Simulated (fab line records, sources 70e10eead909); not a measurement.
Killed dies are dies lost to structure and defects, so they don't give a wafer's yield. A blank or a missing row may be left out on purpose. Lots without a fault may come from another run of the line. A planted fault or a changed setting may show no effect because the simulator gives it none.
Which tool did it? | flow nand_harc | 22 lots, 66 wafers sampled, at 4 steps of a route of 1159

WHAT THE GAUGES READ, wafer by wafer
NHARC_A_SGD_CUT_INSPECT_25.
lot  | measured     | on                | raw_defect_count
L075 | day 14 01:44 | defect_inspect-01 | 383 283 241
L074 | day 14 01:44 | defect_inspect-01 | 336 268 296
L076 | day 14 11:23 | defect_inspect-02 | 261 230 189
L077 | day 14 16:05 | defect_inspect-01 | 203 197 269
L078 | day 15 06:32 | defect_inspect-01 | 325 257 280
L080 | day 15 15:17 | defect_inspect-01 | 242 380 337
L079 | day 15 15:31 | defect_inspect-02 | 248 254 411
L081 | day 16 03:43 | defect_inspect-02 | 314 204 332
L083 | day 16 03:39 | defect_inspect-02 | 353 295 291
L084 | day 16 13:54 | defect_inspect-01 | 251 262 218
L086 | day 17 08:02 | defect_inspect-02 | 376 280 242
L087 | day 17 08:05 | defect_inspect-01 | 325 236 281
L088 | day 18 04:43 | defect_inspect-02 | 371 285 414
L089 | day 18 04:46 | defect_inspect-01 | 416 212 199
L091 | day 18 04:50 | defect_inspect-02 | 497 379 440
L090 | day 18 04:40 | defect_inspect-01 | 285 304 369
L092 | day 18 19:05 | defect_inspect-01 | 277 220 261
L093 | day 18 19:05 | defect_inspect-02 | 382 294 411
L094 | day 19 08:56 | defect_inspect-01 | 379 442 503
L095 | day 19 08:55 | defect_inspect-02 | 254 282 216
L096 | day 19 08:55 | defect_inspect-01 | 335 218 269
L097 | day 19 22:43 | defect_inspect-01 | 274 360 269

WHICH TOOL RAN EACH LOT (tool, then ch and the chambers of the sampled wafers, then the start)
lot  | NHARC_A_STAIRCASE_ETCH_253         | NHARC_A_STAIRCASE_ETCH_292         | NHARC_A_STAIRCASE_ETCH_453
L075 | rie_diel-01 ch 0,1,2, day 11 02:15 | rie_diel-01 ch 0,2,3, day 11 07:43 | rie_diel-01 ch 0,2,3, day 14 01:44 or earlier
L074 | rie_diel-02 ch 1,2,3, day 11 09:13 | rie_diel-04 ch 0,1, day 11 15:28   | rie_diel-02 ch 2,3, day 14 01:44 or earlier
L076 | rie_diel-01 ch 0,1,2, day 11 22:18 | rie_diel-02 ch 1,2,3, day 12 02:09 | rie_diel-02 ch 0,1,2, day 14 11:23 or earlier
L077 | rie_diel-01 ch 0,1,3, day 11 22:35 | rie_diel-01 ch 0,1, day 12 02:25   | rie_diel-04 ch 0,2,3, day 14 16:05 or earlier
L078 | rie_diel-04 ch 0,1,3, day 12 06:22 | rie_diel-01 ch 0,1,2, day 12 12:24 | rie_diel-01 ch 0,1,3, day 15 06:32 or earlier
L080 | rie_diel-02 ch 0,1, day 12 21:32   | rie_diel-02 ch 0,1, day 13 01:26   | rie_diel-02 ch 1,2,3, day 15 15:17 or earlier
L079 | rie_diel-02 ch 0,1,3, day 12 21:56 | rie_diel-01 ch 1,2,3, day 13 01:51 | rie_diel-01 ch 1,2,3, day 15 15:31 or earlier
L081 | rie_diel-04 ch 0,1,3, day 13 15:33 | rie_diel-04 ch 2,3, day 13 21:35   | rie_diel-02 ch 1,2,3, day 16 03:43 or earlier
L083 | rie_diel-04 ch 0,1,3, day 13 15:51 | rie_diel-01 ch 0,1,3, day 13 21:46 | rie_diel-02 ch 1,2,3, day 16 03:39 or earlier
L084 | rie_diel-01 ch 2,3, day 13 23:48   | rie_diel-04 ch 0,1,2, day 14 03:37 | rie_diel-02 ch 0,1,2, day 16 13:54 or earlier
L086 | rie_diel-01 ch 0,1,3, day 14 14:31 | rie_diel-01 ch 0,1,3, day 14 19:43 | rie_diel-01 ch 2,3, day 17 08:02 or earlier
L087 | rie_diel-04 ch 0,1,2, day 14 18:58 | rie_diel-01 ch 0,1, day 14 22:52   | rie_diel-04 ch 1,2, day 17 08:05 or earlier
L088 | rie_diel-01 ch 1,2,3, day 15 00:51 | rie_diel-01 ch 0,1,2, day 15 05:50 | rie_diel-04 ch 0,2,3, day 18 04:43 or earlier
L089 | rie_diel-02 ch 0,1,2, day 15 01:53 | rie_diel-04 ch 1,3, day 15 06:20   | rie_diel-04 ch 0,1, day 18 04:46 or earlier
L091 | rie_diel-02 ch 0,3, day 15 07:54   | rie_diel-04 ch 0,3, day 15 12:23   | rie_diel-04 ch 1,2,3, day 18 04:50 or earlier
L090 | rie_diel-02 ch 0,1, day 15 08:27   | rie_diel-02 ch 0,3, day 15 13:50   | rie_diel-02 ch 0,1, day 18 04:40 or earlier
L092 | rie_diel-01 ch 0,2,3, day 16 00:17 | rie_diel-04 ch 0,1,2, day 16 04:37 | rie_diel-02 ch 1,2, day 18 19:05 or earlier
L093 | rie_diel-02 ch 0,2, day 16 00:19   | rie_diel-04 ch 0,1,2, day 16 04:54 | rie_diel-04 ch 2,3, day 18 19:05 or earlier
L094 | rie_diel-02 ch 2,3, day 16 13:38   | rie_diel-01 ch 0,2,3, day 16 19:47 | rie_diel-02 ch 1,2, day 19 08:56 or earlier
L095 | rie_diel-02 ch 1,2, day 16 14:36   | rie_diel-02 ch 2,3, day 16 19:53   | rie_diel-04 ch 1,2,3, day 19 08:55 or earlier
L096 | rie_diel-01 ch 2,3, day 16 19:49   | rie_diel-01 ch 1,2,3, day 16 23:35 | rie_diel-04 ch 2,3, day 19 08:55 or earlier
L097 | rie_diel-02 ch 0,1,2, day 17 00:25 | rie_diel-02 ch 0,1,2, day 17 04:25 | rie_diel-01 ch 1,3, day 19 22:43 or earlier
- NHARC_A_STAIRCASE_ETCH_253: etches the open film in C4F8/O2, target depth 50 nm, time 20.2 s.
- NHARC_A_STAIRCASE_ETCH_292: etches the open film in CF4/CHF3.
- NHARC_A_STAIRCASE_ETCH_453: etches the open film in CF4/O2, target depth 30 nm, overetch 3 nm, time 16.5 s.

WHAT THE TOOLS THEMSELVES READ (means of the sampled wafers that have a number; where no wafer has one, the mark that the record gives instead)
NHARC_A_STAIRCASE_ETCH_253.
lot  | tool        | bias_w (W) | oes_product_au (a.u.) | rf_fwd_power_W (W) | rf_vpp_V (V)
L075 | rie_diel-01 | 999        | 0.968                 | 587                | 901
L074 | rie_diel-02 | 998        | 0.965                 | 590                | 890
L076 | rie_diel-01 | 1000       | 0.973                 | 589                | 901
L077 | rie_diel-01 | 1000       | 0.960                 | 585                | 898
L078 | rie_diel-04 | 1000       | 0.923                 | 587                | 899
L080 | rie_diel-02 | 1002       | 0.929                 | 591                | 890
L079 | rie_diel-02 | 998        | 0.958                 | 590                | 889
L081 | rie_diel-04 | 1004       | 0.968                 | 584                | 899
L083 | rie_diel-04 | 1003       | 0.960                 | 587                | 899
L084 | rie_diel-01 | 1003       | 0.973                 | 584                | 892
L086 | rie_diel-01 | 1001       | 0.957                 | 585                | 898
L087 | rie_diel-04 | 999        | 0.958                 | 586                | 898
L088 | rie_diel-01 | 998        | 0.954                 | 585                | 897
L089 | rie_diel-02 | 997        | 0.938                 | 592                | 894
L091 | rie_diel-02 | 998        | 0.978                 | 589                | 889
L090 | rie_diel-02 | 998        | 0.968                 | 592                | 888
L092 | rie_diel-01 | 997        | 0.973                 | 586                | 895
L093 | rie_diel-02 | 1000       | 0.942                 | 591                | 892
L094 | rie_diel-02 | 997        | 0.966                 | 591                | 899
L095 | rie_diel-02 | 1000       | 0.964                 | 591                | 895
L096 | rie_diel-01 | 999        | 0.937                 | 584                | 891
L097 | rie_diel-02 | 1001       | 0.947                 | 593                | 894

NHARC_A_STAIRCASE_ETCH_292.
lot  | tool        | bias_w (W) | drypump_motor_current_A (A) | oes_product_au (a.u.) | rf_fwd_power_W (W) | rf_vpp_V (V) | showerhead_plenum_p_Torr (Torr) | throttle_valve_pct (%)
L075 | rie_diel-01 | 200.3      | 5.6                         | 0.931                 | 497.3              | 370.8        | 1.57                            | 16.801
L074 | rie_diel-04 | 200.0      | 5.6                         | 0.927                 | 496.9              | 371.4        | 1.62                            | 16.796
L076 | rie_diel-02 | 199.7      | 5.8                         | 0.916                 | 497.4              | 368.3        | 1.49                            | 16.799
L077 | rie_diel-01 | 200.3      | 5.5                         | 0.973                 | 495.4              | 373.4        | 1.67                            | 16.806
L078 | rie_diel-01 | 200.3      | 5.7                         | 0.939                 | 497.3              | 372.9        | 1.64                            | 16.797
L080 | rie_diel-02 | 200.4      | 6.2                         | 0.927                 | 498.2              | 368.0        | 1.49                            | 16.809
L079 | rie_diel-01 | 200.1      | 5.5                         | 0.945                 | 495.6              | 371.2        | 1.59                            | 16.808
L081 | rie_diel-04 | 200.2      | 5.5                         | 0.959                 | 497.2              | 371.6        | 1.56                            | 16.807
L083 | rie_diel-01 | 200.6      | 5.4                         | 0.958                 | 495.7              | 372.2        | 1.59                            | 16.803
L084 | rie_diel-04 | 200.1      | 5.4                         | 0.943                 | 494.4              | 371.6        | 1.59                            | 16.796
L086 | rie_diel-01 | 199.7      | 5.4                         | 0.938                 | 493.6              | 371.7        | 1.59                            | 16.804
L087 | rie_diel-01 | 199.5      | 5.6                         | 0.934                 | 496.8              | 372.7        | 1.63                            | 16.795
L088 | rie_diel-01 | 200.1      | 5.8                         | 0.951                 | 497.5              | 372.6        | 1.63                            | 16.799
L089 | rie_diel-04 | 199.8      | 5.7                         | 0.961                 | 497.6              | 371.8        | 1.59                            | 16.801
L091 | rie_diel-04 | 199.6      | 5.2                         | 0.915                 | 497.3              | 372.3        | 1.63                            | 16.796
L090 | rie_diel-02 | 200.2      | 5.9                         | 0.987                 | 498.8              | 366.9        | 1.47                            | 16.805
L092 | rie_diel-04 | 199.8      | 5.4                         | 0.972                 | 498.0              | 370.8        | 1.59                            | 16.803
L093 | rie_diel-04 | 200.1      | 5.4                         | 0.959                 | 497.0              | 371.5        | 1.59                            | 16.809
L094 | rie_diel-01 | 199.7      | 5.6                         | 0.929                 | 496.4              | 369.5        | 1.56                            | 16.804
L095 | rie_diel-02 | 200.6      | 5.4                         | 0.983                 | 496.5              | 369.7        | 1.55                            | 16.804
L096 | rie_diel-01 | 199.9      | 5.5                         | 0.975                 | 496.7              | 370.0        | 1.58                            | 16.795
L097 | rie_diel-02 | 200.2      | 6.1                         | 0.922                 | 497.0              | 369.9        | 1.55                            | 16.798

NHARC_A_STAIRCASE_ETCH_453.
lot  | tool        | bias_w (W) | drypump_motor_current_A (A) | oes_ar_750_au (a.u.) | oes_product_au (a.u.) | rf_fwd_power_W (W) | rf_vpp_V (V) | showerhead_plenum_p_Torr (Torr) | throttle_valve_pct (%)
L075 | rie_diel-01 | 100.41     | 5.7                         | 1.004                | 0.997                 | 292.9              | 198.5        | 1.33                            | 13.401
L074 | rie_diel-02 | 100.01     | 5.4                         | 1.003                | 1.002                 | 293.3              | 196.2        | 1.25                            | 13.403
L076 | rie_diel-02 | 100.32     | 6.1                         | 0.999                | 0.989                 | 295.2              | 196.6        | 1.25                            | 13.409
L077 | rie_diel-04 | 99.84      | 5.3                         | 1.001                | 0.999                 | 292.8              | 197.7        | 1.35                            | 13.411
L078 | rie_diel-01 | 100.02     | 5.3                         | 1.001                | 0.996                 | 292.9              | 198.6        | 1.36                            | 13.390
L080 | rie_diel-02 | 100.04     | 5.8                         | 1.001                | 0.991                 | 295.4              | 196.0        | 1.25                            | 13.396
L079 | rie_diel-01 | 100.16     | 5.5                         | 0.999                | 0.995                 | 293.3              | 198.5        | 1.35                            | 13.398
L081 | rie_diel-02 | 99.92      | 5.8                         | 1.000                | 0.992                 | 294.8              | 195.8        | 1.25                            | 13.398
L083 | rie_diel-02 | 99.97      | 5.8                         | 0.997                | 0.991                 | 295.4              | 195.4        | 1.25                            | 13.399
L084 | rie_diel-02 | 100.22     | 6.1                         | 1.001                | 0.979                 | 295.2              | 195.9        | 1.25                            | 13.405
L086 | rie_diel-01 | 99.78      | 5.8                         | 0.999                | 1.000                 | 292.5              | 197.6        | 1.33                            | 13.397
L087 | rie_diel-04 | 100.08     | 5.6                         | 1.001                | 1.001                 | 292.1              | 198.4        | 1.32                            | 13.399
L088 | rie_diel-04 | 100.00     | 5.3                         | 0.999                | 0.991                 | 291.4              | 197.7        | 1.35                            | 13.397
L089 | rie_diel-04 | 99.99      | 5.3                         | 1.000                | 1.010                 | 292.8              | 198.9        | 1.38                            | 13.395
L091 | rie_diel-04 | 99.76      | 5.6                         | 1.004                | 1.004                 | 293.2              | 197.8        | 1.33                            | 13.398
L090 | rie_diel-02 | 100.20     | 6.2                         | 0.997                | 1.001                 | 295.8              | 196.0        | 1.25                            | 13.401
L092 | rie_diel-02 | 99.77      | 6.0                         | 1.003                | 0.992                 | 295.5              | 198.5        | 1.38                            | 13.399
L093 | rie_diel-04 | 100.16     | 5.5                         | 1.001                | 0.983                 | 292.8              | 197.7        | 1.31                            | 13.395
L094 | rie_diel-02 | 99.89      | 6.0                         | 0.997                | 0.993                 | 295.1              | 199.2        | 1.38                            | 13.389
L095 | rie_diel-04 | 99.85      | 5.7                         | 1.000                | 1.007                 | 291.9              | 197.9        | 1.33                            | 13.400
L096 | rie_diel-04 | 100.07     | 5.4                         | 1.000                | 1.003                 | 293.8              | 197.6        | 1.31                            | 13.394
L097 | rie_diel-01 | 100.01     | 5.2                         | 1.002                | 1.009                 | 292.1              | 198.8        | 1.37                            | 13.398

THE ANSWER, worked out from the rows above alone
Rule: what is usual is taken from the lots themselves. Put in order of their means at a reading, lots are off if they are a third of the lots or fewer, leave a main group of 4 or more, and stand apart from it by a gap of 3 or more times the standard deviation of the main group's means; of several such gaps the widest counts. A main group whose means are all the same, to the digits that the tables above print for the reading, isn't used. A lot without any number at a reading at which 4 lots or more have one is off too. The other lots that the step has rows for count as sound. The gauges are gone through in route order, then the tools' own readings, and for those a lot's mean is taken as printed above. The first step at which some lot is off is used, and at that step the reading that is off furthest; a lot without a number counts as furthest.
No lot is off at any reading shown: from this, nothing can be told.

WHAT THE SIMULATOR HAD PUT IN
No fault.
